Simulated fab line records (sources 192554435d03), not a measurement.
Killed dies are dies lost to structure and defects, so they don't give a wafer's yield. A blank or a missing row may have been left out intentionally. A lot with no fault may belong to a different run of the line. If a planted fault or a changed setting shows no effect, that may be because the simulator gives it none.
fab line records	flow n5-finfet
[record] lots = 5	wafers = 14	last-day = 19
route steps=1938 shown SDB@376 DUMMY_REMOVAL@377 HKMG_FIN@385 BEOL_M4@1111 PASSIVATION@1936
lots that met no fault: from a run of the same line without faults
start-h: start of the lot's first displayed wafer, in hours after the record's first day	wait-h: hours since the lot's step before	" the same as in the row above	L1.1+2: a row that stands for several wafers	- value missing, or start not given	* or withheld: withheld	< > ~ a bound
route shown NAME@n: a module of which the file shows steps, and the number in the route of the first	usual: mean/standard deviation of fault-free wafers	same: alike in all rows	chamber/n: place in a boat	sites: each site's reading	_std_site: standard deviation of those values	_edge_site: mean of outer sites minus mean of inner sites	radius-mm: for every site, how far away it sits from the centre of the wafer	mask NAME#n: copy n	behind: tool/chamber where the wafer was last shaped	hold: what put the lot on hold/how long, in hours/how the hold closed	device: the n, p or np transistor that did not switch	end of line: the same wafers' tests at the end of the route	a step given without rows: its recipe and nothing more	killed: dies lost to structure and defects at the first sort, not the wafer's yield	map: a wafer's dies, marking killed ones x, the rest . and places with no die _
set.NAME: the run value of the setting; set.NAME@STEP: its run value at that earlier step	model.NAME: the simulator's own value behind a step, which no gauge read
lots at selected steps of the route; one table per step, one row per wafer
services: when a tool's chamber went out of use (start-h, in hours from the record's first day, below 0 if earlier), for how many hours, and the reason
[[steps]]
[step N5_SDB_INSPECT_36]
[recipe] inspect-instrument = darkfield	mode = post-cmp
[usual] raw-defect-count = 37/16
lot.wafer	tool	chamber	start-h	wait-h	raw-defect-count
L180.1	defect-inspect-01	-	93.60	0.0	18
L180.2	"	-	"	"	29
L180.6	"	-	"	"	25
L182.1	defect-inspect-01	-	101.50	0.0	28
L182.2	"	-	"	"	40
L182.5	"	-	"	"	19
L183.1	defect-inspect-01	-	107.06	0.0	13
L183.3	"	-	"	"	21
L183.5	"	-	"	"	16
L188.1	defect-inspect-01	-	140.00	0.0	60
L188.3	"	-	"	"	27
L198.4	defect-inspect-02	-	195.23	0.0	40
L198.5	"	-	"	"	28
L198.6	"	-	"	"	47
[step N5_DUMMY_REMOVAL_HM_STRIP_01]
[recipe] chemistry = CH3F/O2	material = SiNx	target-depth-a = 40	stop-on = poly-Si	time-s = 6.8	over-etch-frac = 0.3	ion-energy-ev = 60	power-w = 410	bias-w = 29	Ar_flow_sccm = 150	CH3F_flow_sccm = 30	O2_flow_sccm = 20
[step N5_DUMMY_REMOVAL_STRIP_10]
[recipe] chemistry = N2/H2	time-s = 40	power-w = 100	temp-c = 40	pressure-mtorr = 100	rf-frequency-hz = 6e+07	bias-power-w = 3	n2-flow-sccm = 300	h2-flow-sccm = 300
[step N5_DUMMY_REMOVAL_PRECLEAN_07]
[recipe] chemistry = dHF	time-s = 30	temp-c = 25	dilution = withheld
[step N5_DUMMY_REMOVAL_DUMMY_REMOVE_02]
[recipe] chemistry = TMAH	temp-c = 70	target = poly-Si	stop-on = SiO2	target-depth-nm = 142	conc-wt-pct = 5	time-s = 57	dry = ipa-marangoni	rinse-time-s = 30	rinse-temp-c = 23
[step N5_DUMMY_REMOVAL_INSPECT_06]
[recipe] inspect-instrument = brightfield	mode = aei
[usual] raw-defect-count = 13/5.6
lot.wafer	tool	chamber	start-h	wait-h	raw-defect-count
L180.1	defect-inspect-01	-	93.91	0.0	14
L180.2	"	-	"	"	14
L180.6	"	-	"	"	18
L182.1	defect-inspect-01	-	101.73	0.0	11
L182.2	"	-	"	"	13
L182.5	"	-	"	"	10
L183.1	defect-inspect-01	-	107.29	0.0	9
L183.3	"	-	"	"	16
L183.5	"	-	"	"	6
L188.1	defect-inspect-01	-	140.42	0.0	7
L188.3	"	-	"	"	5
L198.4	defect-inspect-02	-	195.46	0.0	12
L198.5	"	-	"	"	9
L198.6	"	-	"	"	4
[step N5_DUMMY_REMOVAL_PRECLEAN_08]
[recipe] chemistry = NF3:NH3	afs-cycles = 2	temp-c = 30	time-s = 20	sublimation-temp-c = 180	sublimation-time-s = 60	pressure-torr = 3	rf-power-w = 30
[step N5_DUMMY_REMOVAL_PRECLEAN_04]
[recipe] chemistry = DHF	time-s = 37	temp-c = 25	dilution = 500:1
[step N5_DUMMY_REMOVAL_SRD_05]
[recipe] dry = ipa-marangoni	do-ppb = 5	time-s = 30	temp-c = 23	rinse-liquid = diw
[step N5_HKMG_FIN_IL_REGROW_00]
[recipe] material = SiO2	target-thk-a = 7.5	chemistry = O3	temp-c = withheld	time-s = 30
[step N5_HKMG_FIN_HK_ALD_01]
[recipe] material = HfO2	target-thk-a = 16	temp-c = withheld	ald-precursor-family = HfCl4	ald-co-reactant = H2O	pulse-time-s = 3	purge-time-s = 3	co-reactant-purge-time-s = 2.5	co-reactant-pulse-time-s = 0.3	ald-cycles = 30
[step N5_HKMG_FIN_HK_ANNEAL_02]
[recipe] temp-c = 700	time-s = 30	ambient = N2	idle-temp-c = 600	ramp-up-c-per-s = 150	ramp-down-c-per-s = 60	cool-to-c = 600
[step N5_HKMG_FIN_ALD_74]
[recipe] material = La2O3	target-thk-a = 5	temp-c = 250	ald-precursor-family = La-Cp	ald-co-reactant = O3	pulse-time-s = 6	co-reactant-pulse-time-s = 1	purge-time-s = 3	co-reactant-purge-time-s = 3
[usual] heater-power-w = 358/24	precursor-pulse-height-rel = 0.998/0.019
lot.wafer	tool	chamber	start-h	wait-h	heater-power-w	precursor-pulse-height-rel	since-wet-clean-h
L180.1	ald-hk-02	1	94.80	0.2	350	1.008	65
L180.2	"	2	"	"	361	0.960	65
L180.6	"	2	"	"	357	1.009	-
L182.1	ald-hk-02	0	102.67	0.2	337	1.024	73
L182.2	"	2	"	"	359	0.972	73
L182.5	"	1	"	"	338	1.006	-
L183.1	ald-hk-03	0	108.05	0.2	365	0.980	988
L183.3	"	3	"	"	319	0.987	988
L183.5	"	1	"	"	387	0.973	-
L188.1	ald-hk-02	2	141.19	0.2	360	0.975	111
L188.3	"	3	"	"	357	1.019	111
L198.4	ald-hk-01	1	196.28	0.1	382	0.963	1972
L198.5	"	2	"	"	338	0.998	-
L198.6	"	1	"	"	380	1.001	-
[step N5_HKMG_FIN_ALD_75]
[recipe] material = Al2O3	target-thk-a = 10	temp-c = 150	ald-precursor-family = TMA	ald-co-reactant = H2O	pulse-time-s = withheld	co-reactant-pulse-time-s = 1
[step N5_HKMG_FIN_COAT_41]
[recipe] resist = SOC	temp-c = 250	time-s = 60	spin-rpm = 1500	resist-thk-nm = 300
[step N5_HKMG_FIN_COAT_42]
[recipe] resist = SiARC	temp-c = 220	time-s = 60	spin-rpm = 1500	resist-thk-nm = 35
[step N5_HKMG_FIN_COAT_43]
[recipe] resist = CAR-ArF	spin-rpm = 1500	resist-thk-nm = 90
[step N5_HKMG_FIN_EBR_45]
[recipe] solvent = PGMEA	ebr-width-mm = 1.5
[step N5_HKMG_FIN_SOFTBAKE_44]
[recipe] temp-c = 110	time-s = 60	resist = CAR-ArF
[step N5_HKMG_FIN_EXPOSE_46]
[recipe] mask-id = NDIPOLE	na = 1.35	source-shape = conventional	sigma-outer = 0.8	polarization = unpolarized	dose-mj = 40
[step N5_HKMG_FIN_PEB_47]
[recipe] peb-temp-c = withheld	peb-time-s = 60	resist = CAR-ArF
[step N5_HKMG_FIN_DEVELOP_48]
[recipe] develop-time-s = 30	developer = TMAH	resist = CAR-ArF	rinse-liquid = diw	dry = air-spin	dev-temp-c = 23
[step N5_HKMG_FIN_CD_MEAS_49]
[recipe] target-cd-nm = 202	landing-energy-ev = 500	detector = se-inlens	polarity = opening
[usual] cd-nm = 202.2/0.71
lot.wafer	tool	chamber	start-h	wait-h	cd-nm
L180.1	cd-sem-02	0	95.21	-	203.1
L180.2	"	0	"	"	201.1
L180.6	"	0	"	"	203.0
L182.1	cd-sem-02	0	103.09	-	201.9
L182.2	"	0	"	"	202.8
L182.5	"	0	"	"	202.1
L183.1	cd-sem-02	0	108.59	-	201.5
L183.3	"	0	"	"	201.8
L183.5	"	0	"	"	201.6
L188.1	cd-sem-02	0	141.61	-	202.2
L188.3	"	0	"	"	201.8
L198.4	cd-sem-03	0	196.83	-	201.9
L198.5	"	0	"	"	202.1
L198.6	"	0	"	"	201.9
[step N5_HKMG_FIN_OVL_MEAS_50]
[recipe] points-per-wafer = 44
[usual] NDIPOLE_OVL = 0.1/0.72
[same] points-per-wafer = 44
lot.wafer	tool	chamber	start-h	wait-h	NDIPOLE_OVL[nm]
L180.1	overlay-02	0	95.24	0.0	-1.5
L180.2	"	0	"	"	-0.2
L180.6	"	0	"	"	0.5
L182.1	overlay-02	0	103.12	0.0	1.1
L182.2	"	0	"	"	0.8
L182.5	"	0	"	"	1.0
L183.1	overlay-02	0	108.62	0.0	0.9
L183.3	"	0	"	"	0.0
L183.5	"	0	"	"	0.6
L188.1	overlay-02	0	141.64	0.0	-0.7
L188.3	"	0	"	"	-1.7
L198.4	overlay-01	0	196.85	0.0	-0.5
L198.5	"	0	"	"	0.4
L198.6	"	0	"	"	0.7
[step N5_HKMG_FIN_INSPECT_61]
[recipe] mode = adi	inspect-instrument = macro
[usual] raw-defect-count = 2.1/1.4
lot.wafer	tool	chamber	start-h	wait-h	raw-defect-count
L180.1	defect-inspect-01	-	95.27	0.0	2
L180.2	"	-	"	"	1
L180.6	"	-	"	"	0
L182.1	defect-inspect-01	-	103.14	0.0	2
L182.2	"	-	"	"	1
L182.5	"	-	"	"	1
L183.1	defect-inspect-01	-	108.65	0.0	2
L183.3	"	-	"	"	2
L183.5	"	-	"	"	0
L188.1	defect-inspect-02	-	141.66	0.0	3
L188.3	"	-	"	"	2
L198.4	defect-inspect-02	-	196.88	0.0	1
L198.5	"	-	"	"	1
L198.6	"	-	"	"	4
[step N5_HKMG_FIN_DESCUM_53]
[recipe] chemistry = O2	time-s = 7.9	source-power-w = 50	bias-power-w = 20	pressure-mtorr = 20	rf-frequency-hz = 2.712e+07	temp-c = 40	resist = CAR-ArF	o2-flow-sccm = 225
[usual] chamber-pressure-mTorr = 20.002/0.017	drypump-motor-current-A = 5.8/0.5	oes-product-au = 0.73/0.063	rf-vpp-V = 243.0/1.3	showerhead-plenum-p-Torr = 2.09/0.082	throttle-valve-pct = 20.44/0.28
lot.wafer	tool	chamber	start-h	wait-h	chamber-pressure-mTorr	drypump-motor-current-A	oes-product-au	rf-hours-counter-h	rf-vpp-V	showerhead-plenum-p-Torr	throttle-valve-pct
L180.1	rie-diel-02	2	95.30	0.0	19.996	5.1	0.70	209	242.9	2.07	20.38
L180.2	"	0	"	"	20.012	6.1	0.68	242	240.5	1.98	20.12
L180.6	"	3	"	"	20.012	6.3	0.76	-	241.1	2.01	20.11
L182.1	rie-diel-02	3	103.51	0.4	20.018	6.4	0.75	151	242.5	2.01	20.12
L182.2	"	2	"	"	19.997	5.2	0.70	212	242.5	2.07	20.38
L182.5	"	3	"	"	19.965	6.3	0.75	-	241.6	2.01	20.13
L183.1	rie-diel-06	0	108.74	0.1	20.012	5.9	0.76	164	245.3	2.16	20.40
L183.3	"	2	"	"	20.028	6.2	0.70	196	244.5	2.18	20.57
L183.5	"	1	"	"	20.003	5.2	0.71	-	243.7	2.19	20.51
L188.1	rie-diel-06	2	141.79	0.1	19.995	6.2	0.70	207	243.7	2.18	20.56
L188.3	"	3	"	"	20.017	6.8	0.72	208	243.8	2.14	20.24
L198.4	rie-diel-03	0	196.92	0.0	20.032	4.8	0.96	4	242.4	2.06	20.05
L198.5	"	1	"	"	20.011	5.9	0.76	-	244.2	2.19	21.00
L198.6	"	0	"	"	20.040	4.9	0.96	-	242.9	2.06	20.07
[step N5_HKMG_FIN_ETCH_54]
[recipe] chemistry = CF4	target = SiARC	target-depth-a = 455	mask-material = CAR-ArF	time-s = 75.8	ion-energy-ev = 80	pressure-mtorr = 40	source-w = 545	bias-w = 36	Ar_flow_sccm = 100	cf4-flow-sccm = 100	ends = cleared
[usual] chamber-pressure-mTorr = 40.01/0.039	drypump-motor-current-A = 5.8/0.5	etch-rf-on-time-s = 75.3/1.7	oes-product-au = 0.63/0.055	rf-vpp-V = 184.0/1.3	showerhead-plenum-p-Torr = 2.14/0.076	throttle-valve-pct = 15.65/0.24
lot.wafer	tool	chamber	start-h	wait-h	chamber-pressure-mTorr	drypump-motor-current-A	etch-rf-on-time-s	oes-product-au	rf-hours-counter-h	rf-vpp-V	showerhead-plenum-p-Torr	throttle-valve-pct
L180.1	rie-diel-02	2	95.34	0.0	39.97	5.2	75.0	0.61	209	183.2	2.14	15.72
L180.2	"	0	"	"	40.04	6.1	77.0	0.58	242	182.5	2.03	15.38
L180.6	"	3	"	"	40.00	6.4	74.8	0.65	-	183.9	2.06	15.33
L182.1	rie-diel-02	3	103.55	0.0	39.93	6.4	74.2	0.65	151	183.2	2.06	15.33
L182.2	"	2	"	"	40.01	5.2	74.0	0.61	212	184.5	2.14	15.72
L182.5	"	3	"	"	40.01	6.3	74.5	0.65	-	182.0	2.06	15.36
L183.1	rie-diel-06	0	108.78	0.0	39.97	5.9	75.6	0.65	164	183.7	2.22	15.70
L183.3	"	2	"	"	40.07	6.2	76.6	0.60	196	184.7	2.20	15.60
L183.5	"	1	"	"	39.97	5.2	73.2	0.63	-	186.0	2.22	15.65
L188.1	rie-diel-06	2	141.83	0.0	40.00	6.2	75.5	0.60	207	185.2	2.19	15.63
L188.3	"	3	"	"	39.93	6.7	77.2	0.60	208	184.4	2.22	15.67
L198.4	rie-diel-03	0	196.96	0.0	39.98	4.9	72.8	0.83	4	185.0	2.12	15.25
L198.5	"	1	"	"	40.04	5.9	72.7	0.67	-	184.0	2.22	16.05
L198.6	"	0	"	"	40.05	4.9	72.1	0.84	-	183.1	2.12	15.27
[step N5_HKMG_FIN_ETCH_55]
[recipe] chemistry = N2/H2	target = SOC	target-depth-a = 2400	temp-c = 40	time-s = 300	ion-energy-ev = 200	mask-material = SiARC	pressure-mtorr = 30	source-w = 840	bias-w = 150	n2-flow-sccm = 200	h2-flow-sccm = 200
[step N5_HKMG_FIN_STRIP_56]
[recipe] chemistry = N2/H2	temp-c = 40	n2-flow-sccm = 200	h2-flow-sccm = 200	rf-frequency-hz = 6e+07
[step N5_HKMG_FIN_STRIP_57]
[recipe] chemistry = CF4	resist = SiARC	power-w = 300	bias-power-w = 75	pressure-mtorr = 50	cf4-flow-sccm = 150	rf-frequency-hz = 6e+07
[step N5_HKMG_FIN_ETCH_58]
[recipe] chemistry = N2/H2	target = SOC	target-depth-a = 2158	ion-energy-ev = 50	bias-w = 13	time-s = 741	pressure-mtorr = 30	source-w = 875	n2-flow-sccm = 200	h2-flow-sccm = 200
[usual] chamber-pressure-mTorr = 30.000/0.028	drypump-motor-current-A = 5.8/0.5	oes-product-au = 0.74/0.066	rf-vpp-V = 99.0/0.97	showerhead-plenum-p-Torr = 2.53/0.095	throttle-valve-pct = 17.82/0.3
lot.wafer	tool	chamber	start-h	wait-h	chamber-pressure-mTorr	drypump-motor-current-A	oes-product-au	rf-hours-counter-h	rf-vpp-V	showerhead-plenum-p-Torr	throttle-valve-pct
L180.1	rie-diel-02	2	95.60	0.0	29.991	5.2	0.72	209	98.1	2.50	17.71
L180.2	"	0	"	"	30.011	6.1	0.69	242	98.8	2.40	17.46
L180.6	"	3	"	"	30.009	6.4	0.75	-	99.9	2.45	17.54
L182.1	rie-diel-02	3	103.81	0.0	29.965	6.3	0.76	151	97.5	2.45	17.54
L182.2	"	2	"	"	30.010	5.2	0.71	213	98.4	2.50	17.74
L182.5	"	3	"	"	30.036	6.3	0.76	-	99.1	2.45	17.53
L183.1	rie-diel-06	0	109.04	0.0	30.040	5.9	0.76	164	99.7	2.64	17.94
L183.3	"	2	"	"	30.008	6.1	0.70	196	100.2	2.64	17.98
L183.5	"	1	"	"	30.022	5.2	0.72	-	100.1	2.63	17.68
L188.1	rie-diel-06	2	142.09	0.0	29.972	6.3	0.69	207	99.7	2.63	17.98
L188.3	"	3	"	"	29.967	6.8	0.71	208	99.6	2.63	17.82
L198.4	rie-diel-03	0	197.22	0.0	29.982	4.9	0.97	4	97.6	2.50	17.37
L198.5	"	1	"	"	30.042	5.9	0.79	-	98.9	2.65	18.37
L198.6	"	0	"	"	30.043	4.9	0.98	-	99.4	2.50	17.36
[step N5_HKMG_FIN_STRIP_93]
[recipe] chemistry = N2/H2	material = SOC	time-s = 20	power-w = 500	temp-c = 40	pressure-mtorr = 50	rf-frequency-hz = 6e+07	bias-power-w = 8	h2-frac = 0.5	n2-flow-sccm = 300	h2-flow-sccm = 300
[step N5_HKMG_FIN_WET_ETCH_76]
[recipe] chemistry = dNH4OH	mix = 1:50	temp-c = 25	target = Al2O3	stop-on = La2O3	target-depth-nm = 2.25	dry = ipa-marangoni	rinse-time-s = 30	rinse-temp-c = 23
[step N5_HKMG_FIN_STRIP_60]
[recipe] chemistry = N2/H2	power-w = 2500	temp-c = 300	h2-frac = 0.65	time-s = 360	pressure-mtorr = withheld	n2-flow-sccm = 1750	h2-flow-sccm = 3250
[step N5_HKMG_FIN_WET_ETCH_77]
[recipe] chemistry = dHCl	mix = 1:10000	temp-c = 25	target = La2O3	stop-on = HfO2	target-depth-nm = 2
[step N5_HKMG_FIN_WET_ETCH_78]
[recipe] chemistry = dNH4OH	mix = 1:50	temp-c = 25	target = Al2O3	stop-on = La2O3	target-depth-nm = 4.5	dry = ipa-marangoni	rinse-time-s = 30	rinse-temp-c = 23
[step N5_HKMG_FIN_ALD_79]
[recipe] material = TiN	target-thk-a = 15	temp-c = 400	ald-precursor-family = TiCl4	ald-co-reactant = NH3	pulse-time-s = 1	purge-time-s = 3	co-reactant-purge-time-s = 2	co-reactant-pulse-time-s = 2	ald-cycles = 68	pressure-torr = 3
[usual] chamber-pressure-Torr = 3.000/0.0063	heater-power-w = 874/92	precursor-pulse-height-rel = 1.001/0.019
[same] pulse-time-s = 1	purge-time-s = 3
lot.wafer	tool	chamber	start-h	wait-h	chamber-pressure-Torr	heater-power-w	precursor-pulse-height-rel	since-wet-clean-h
L180.1	ald-metal-04	2	96.67	0.0	2.991	821	0.982	2837
L180.2	"	1	"	"	3.003	821	1.013	2837
L180.6	"	3	"	"	2.998	898	1.023	-
L182.1	ald-metal-02	3	104.99	0.0	3.007	925	0.973	4383
L182.2	"	1	"	"	2.996	816	1.014	4383
L182.5	"	2	"	"	3.001	821	1.026	-
L183.1	ald-metal-02	0	110.15	0.0	2.999	1083	0.990	4388
L183.3	"	1	"	"	2.996	809	1.024	4388
L183.5	"	2	"	"	2.991	826	0.995	-
L188.1	ald-metal-01	3	143.19	0.0	3.007	974	0.985	5960
L188.3	"	1	"	"	3.007	770	0.976	5960
L198.4	ald-metal-01	0	198.29	0.0	2.999	853	0.977	6015
L198.5	"	3	"	"	2.999	986	1.005	-
L198.6	"	2	"	"	3.000	757	0.991	-
[step N5_HKMG_FIN_CVD_62]
[recipe] material = a-Si	target-thk-a = 30	temp-c = 500	precursor = Si2H6	pressure-torr = 1	time-s = 20.8
[usual] chamber-pressure-Torr = 1.0000/0.0022	heater-power-w = 1415/97
lot.wafer	tool	chamber	start-h	wait-h	chamber-pressure-Torr	heater-power-w	since-wet-clean-h
L180.1	thermal-cvd-si-01	1	97.04	0.2	1.0019	1374	149
L180.2	"	2	"	"	1.0000	1351	149
L180.6	"	2	"	"	1.0035	1348	-
L182.1	thermal-cvd-si-01	1	105.35	0.2	0.9994	1386	157
L182.2	"	2	"	"	1.0059	1354	157
L182.5	"	0	"	"	0.9974	1280	-
L183.1	thermal-cvd-si-02	1	110.51	0.2	1.0016	1386	894
L183.3	"	2	"	"	0.9979	1399	894
L183.5	"	2	"	"	0.9976	1439	-
L188.1	thermal-cvd-si-01	0	143.55	0.2	0.9996	1290	196
L188.3	"	2	"	"	0.9974	1347	196
L198.4	thermal-cvd-si-01	1	198.70	0.2	0.9971	1412	-
L198.5	"	2	"	"	0.9995	1365	-
L198.6	"	0	"	"	0.9998	1338	-
[step N5_HKMG_FIN_RTA_80]
[recipe] temp-c = withheld	time-s = 2	ambient = N2	idle-temp-c = 600	ramp-up-c-per-s = 150	ramp-down-c-per-s = 60	cool-to-c = 600
[step N5_HKMG_FIN_PRECLEAN_64]
[recipe] chemistry = dHF	time-s = 30	temp-c = 25	dilution = withheld
[step N5_HKMG_FIN_WET_ETCH_65]
[recipe] chemistry = TMAH	temp-c = 70	conc-wt-pct = 5	target = a-Si	stop-on = TiN	time-s = 49	target-depth-nm = 3
[step N5_HKMG_FIN_WET_ETCH_81]
[recipe] chemistry = SC1	target = TiN	stop-on = HfO2	mix = 1:1:5	temp-c = 60	time-s = 57	target-depth-nm = 6
[step N5_BEOL_M4_RC_MEAS_101]
[usual] DIBL_N = 36.3/1.6	DIBL_P = 36.4/2.1	IOFF_N = 0.16/0.032	IOFF_P = 0.22/0.044	ION_N = 675/12	ION_P = 463/8.3	SS_N = 71.6/0.64	SS_P = 73.3/0.67	VT_N = 250/3.3	VT_N_LVT = 99/3.1	VT_P = -250/3.7
lot.wafer	tool	chamber	start-h	wait-h	DIBL_N[mV/V]	DIBL_P[mV/V]	IOFF_N[nA/um]	IOFF_P[nA/um]	ION_N[uA/um]	ION_P[uA/um]	SS_N[mV/dec]	SS_P[mV/dec]	VT_N[mV]	VT_N_LVT[mV]	VT_P[mV]
L180.1	prober-02	0	226.12	0.0	37.9	37.7	0.17	0.22	676	462	71.0	73.4	253	98	-249
L180.2	"	0	"	"	36.7	36.1	0.15	0.20	657	453	71.7	73.3	255	101	-254
L180.6	"	0	"	"	37.2	36.8	0.15	0.21	660	455	71.8	73.8	253	100	-252
L183.1	prober-01	0	231.76	0.0	35.4	35.1	0.14	0.19	654	452	71.6	73.9	256	103	-252
L183.3	"	0	"	"	37.2	37.9	0.19	0.24	689	466	71.4	74.0	249	97	-247
L183.5	"	0	"	"	36.3	36.1	0.16	0.22	676	463	71.9	73.2	251	100	-250
L182.1	prober-02	0	232.19	0.0	36.9	35.8	0.16	0.20	686	462	71.2	72.5	248	97	-251
L182.2	"	0	"	"	37.4	36.2	0.18	0.22	687	459	71.3	72.7	246	95	-248
L182.5	"	0	"	"	39.1	38.6	0.21	0.25	685	463	72.0	73.3	247	93	-247
L188.1	prober-02	0	287.00	0.0	33.7	32.9	0.13	0.20	674	469	71.2	71.8	250	101	-247
L188.3	"	0	"	"	38.6	38.7	0.22	0.17	694	449	72.7	74.4	243	81	-260
L198.4	prober-02	0	351.32	0.5	38.6	37.5	0.16	0.21	666	452	72.7	73.7	254	102	-253
L198.5	"	0	"	"	37.3	37.4	0.15	0.22	668	458	71.8	73.0	251	101	-251
L198.6	"	0	"	"	36.7	34.2	0.13	0.17	665	452	71.3	72.2	257	104	-254
[step N5_PASSIVATION_PROBE_49]
[usual] defect-limited-yield = 91.4/1.2	killed_at_M0_to_M3 = 35/11	killed_at_M4_up = 14/6	killed-at-contacts = 12/6.7	killed-at-front-end = 37/9.7	killed-at-other = 3.5/2.5	killed-dies = 102/15	killed-open = 67/12	killed-short = 33/7.3	sort_bin_5_function = 5.1/0.81	sort_bin_6_memory = 3.2/0.65	sort-n-pass = 1078/15	sort-yield-pct = 91.4/1.2
[same] gross-dies = 1180	killed-at-back-side = 0	sort_bin_4_leakage[%] = 0	sort_bin_8_speed[%] = 0
lot.wafer	tool	chamber	start-h	wait-h	defect-limited-yield[%]	killed_at_M0_to_M3	killed_at_M4_up	killed-at-contacts	killed-at-front-end	killed-at-other	killed-dies	killed-open	killed-short	sort_bin_5_function[%]	sort_bin_6_memory[%]	sort-n-pass	sort-yield-pct[%]
L180.1	prober-01	-	353.56	0.0	91.2	27	16	20	34	7	104	71	32	5.0	3.7	1076	91.2
L180.2	prober-01	-	353.61	0.1	91.4	38	16	9	36	2	101	69	32	5.1	3.3	1079	91.4
L180.6	prober-01	-	353.81	0.3	92.7	11	16	13	37	9	86	60	25	5.2	1.9	1094	92.7
L188.1	prober-01	-	396.86	0.0	91.4	39	20	10	30	3	102	63	38	5.3	3.1	1078	91.4
L188.3	prober-01	-	396.96	0.1	90.8	31	20	18	35	5	109	70	37	5.7	3.1	1071	90.8
// killed by level:class
L180.1 MOL_CONTACT_COAG:geometric-particle:open=15 FIN_SAQP:geometric-particle:open=14 BEOL_M2:geometric-particle:open=13 BEOL_M4:geometric-particle:open=6 GATE_CUT:geometric-particle:open=5 MOL_CONTACT_COAG:geometric-particle:short=5 BEOL_M2:geometric-particle:short=5 STI_FIN_REVEAL:geometric-particle:open=4
L180.2 BEOL_M2:geometric-particle:open=13 BEOL_M0_SAQP:geometric-particle:open=11 STI_FIN_REVEAL:geometric-particle:open=10 MOL_CONTACT_COAG:geometric-particle:open=7 BEOL_M0_SAQP:geometric-particle:short=5 FIN_SAQP:geometric-particle:short=4 FIN_SAQP:geometric-particle:open=4 STI_FIN_REVEAL:geometric-particle:short=4
L180.6 MOL_CONTACT_COAG:geometric-particle:open=12 FIN_SAQP:geometric-particle:open=6 STI_FIN_REVEAL:geometric-particle:open=5 ILD0:geometric-particle:open=4 GATE_CUT:geometric-particle:open=4 GATE_CUT:geometric-particle:short=4 BEOL_M6:geometric-particle:open=4 FIN_CUT:geometric-particle:open=3
L188.1 BEOL_M0_SAQP:geometric-particle:short=16 BEOL_M4:geometric-particle:open=13 BEOL_M0_SAQP:geometric-particle:open=10 MOL_CONTACT_COAG:geometric-particle:open=9 STI_FIN_REVEAL:geometric-particle:open=5 DUMMY_GATE:geometric-particle:open=5 BEOL_M3:geometric-particle:open=5 GATE_CUT:geometric-particle:short=4
L188.3 MOL_CONTACT_COAG:geometric-particle:open=17 BEOL_M0_SAQP:geometric-particle:short=13 BEOL_M4:geometric-particle:open=12 GATE_CUT:geometric-particle:short=6 BEOL_M0_SAQP:geometric-particle:open=6 STI_FIN_REVEAL:geometric-particle:open=5 DUMMY_GATE:geometric-particle:open=5 FIN_SAQP:geometric-particle:open=4
[[services]]
tool	chamber	start-h	hours	kind
rie-diel-03	2	77.09	4.3	repair
rie-diel-06	-	79.36	2.8	pm
ald-metal-01	2	109.38	21.7	repair
rie-diel-02	0	115.19	-	clean
rie-diel-02	0	115.19	-	consumable-replace:focus-ring
rie-diel-02	0	115.19	-	consumable-replace:showerhead
rie-diel-02	0	115.19	21.1	scheduled-down
rie-diel-02	0	115.19	21.1	vent-cycle
rie-diel-06	0	119.41	1.3	repair
ald-metal-02	0	120.58	4.2	repair
rie-diel-03	2	127.70	2.8	repair
ald-metal-01	-	139.11	0.6	repair
rie-diel-03	0	163.82	-	clean
rie-diel-03	0	163.82	-	consumable-replace:focus-ring
rie-diel-03	0	163.82	23.9	scheduled-down
rie-diel-03	0	163.82	23.9	vent-cycle
ald-hk-02	-	187.11	31.2	repair
rie-diel-02	2	187.41	4.7	repair
[[key]]
[first-sign] step = N5_BEOL_M4_RC_MEAS_101	reading = VT_N_LVT	direction = down	sigmas = 5.7	usual = 99	struck = 81
effect none on later readings
met-at N5_HKMG_FIN_ALD_74
struck-wafers L188.3
onset-between 102.67 141.19
[fault] kind = process-parameter-drift	tool = ald-hk-02	chamber = -	onset-h = 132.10	steps = N5_HKMG_FIN_ALD_74	channel = target-thk-a	offset = *	shape = step	end-h = 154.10	scope = struck-wafers-only	acts-in = *	stated = *
